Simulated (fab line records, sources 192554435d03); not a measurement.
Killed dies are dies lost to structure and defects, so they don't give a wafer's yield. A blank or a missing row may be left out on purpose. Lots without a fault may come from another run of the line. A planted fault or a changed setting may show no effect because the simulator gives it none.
Chamber matching | flow n5_finfet | N5_BEOL_M3_CO_CAP_55 on cvd_co-02: 3 sister chambers
The step material Co, precursor CCTBA/H2, target thk 2 nm, time 102.1 s. 6 wafers are shown with their chamber, then 12 later ones without.

WAFERS WITH THEIR CHAMBER
wafer  | chamber | heater_power_w (W)
L088.2 | 0       | 242
L088.3 | 2       | 250
L088.6 | 2       | 250
L092.1 | 1       | 255
L092.4 | 0       | 243
L092.5 | 1       | 245

WAFERS WITHOUT THEIR CHAMBER
wafer  | heater_power_w (W)
L089.3 | 248
L089.4 | 254
L089.6 | 255
L093.1 | 252
L093.4 | 250
L093.5 | 240
L096.4 | 252
L096.5 | 249
L096.6 | 256
L095.1 | 238
L095.3 | 257
L095.4 | 237

WHICH CHAMBER EACH WENT THROUGH
wafer  | from the rows above          | in truth
L089.3 | can't be placed: 1 or 2 or 0 | 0
L089.4 | can't be placed: 1 or 2 or 0 | 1
L089.6 | can't be placed: 1 or 2 or 0 | 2
L093.1 | can't be placed: 1 or 2 or 0 | 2
L093.4 | can't be placed: 1 or 2 or 0 | 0
L093.5 | can't be placed: 0 or 1 or 2 | 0
L096.4 | can't be placed: 1 or 2 or 0 | 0
L096.5 | can't be placed: 1 or 2 or 0 | 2
L096.6 | can't be placed: 1 or 2 or 0 | 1
L095.1 | can't be placed: 0 or 1 or 2 | 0
L095.3 | can't be placed: 1 or 2 or 0 | 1
L095.4 | can't be placed: 0 or 1 or 2 | 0
Placed correctly: 0 of 12. Can't be placed from these rows: 12 (the true chamber is among the candidates in 12). Placed wrongly: 0.
How it was worked out, from the rows above alone: a wafer's distance from a chamber is the root of the sum, over the readings, of the square of ((its reading less the chamber's mean) divided by the reading's scatter). The wafer belongs to the nearest chamber; if the next one is less than 2 further off, it can't be placed. A chamber's mean is the mean of its shown wafers. The scatter: the root of (the sum of the squares of (reading less its chamber's mean) over the shown wafers, divided by (wafers less chambers)).
